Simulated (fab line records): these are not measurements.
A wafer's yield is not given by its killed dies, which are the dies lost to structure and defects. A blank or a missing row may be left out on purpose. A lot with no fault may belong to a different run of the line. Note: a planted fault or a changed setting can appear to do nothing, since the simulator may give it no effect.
Matching of chambers :: flow n5 finfet :: ald metal-02 running N5_HKMG_FIN_ALD_21: 4 sister chambers
The step deposits TiN, target thk 1.5 nm, pulse time 1 s, purge time 3 s. 4 wafers are shown with their chamber, then 7 later ones without.

== WAFERS, EACH WITH ITS CHAMBER ==
wafer: L082.1
chamber: 1
heater power w (W): 822

wafer: L082.6
chamber: 2
heater power w (W): 823

wafer: L085.1
chamber: 3
heater power w (W): 895

wafer: L085.3
chamber: 0
heater power w (W): 1040

== WAFERS WITHOUT THEIR CHAMBER ==
wafer: L085.6
heater power w (W): 841

wafer: L092.1
heater power w (W): 816

wafer: L092.3
heater power w (W): 909

wafer: L092.6
heater power w (W): 918

wafer: L093.3
heater power w (W): 803

wafer: L093.5
heater power w (W): 805

wafer: L093.6
heater power w (W): 852

== THE CHAMBER EACH PASSED THROUGH ==
wafer: L085.6
from the rows above: can't be placed: 2 or 1 or 3
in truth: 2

wafer: L092.1
from the rows above: can't be placed: 1 or 2
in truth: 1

wafer: L092.3
from the rows above: 3
in truth: 3

wafer: L092.6
from the rows above: 3
in truth: 3

wafer: L093.3
from the rows above: can't be placed: 1 or 2
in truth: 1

wafer: L093.5
from the rows above: can't be placed: 1 or 2
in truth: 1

wafer: L093.6
from the rows above: can't be placed: 2 or 1 or 3
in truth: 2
Correct placement for 2 of the 7. From these rows, 5 cannot be placed; in 5 the true chamber is one of the candidates. Wrongly placed: 0.
How it was worked out, from the rows above alone: a wafer's distance from a chamber is the root of the sum, over the readings, of the square of ((its reading less the chamber's mean) divided by the reading's scatter). The wafer belongs to the nearest chamber; if the next one is less than 2 further off, it can't be placed. The mean given for a chamber averages the wafers shown for that chamber. The scatter: with one shown wafer a chamber, the root of the mean of the squares of how far each hidden wafer lies from its nearest shown one.
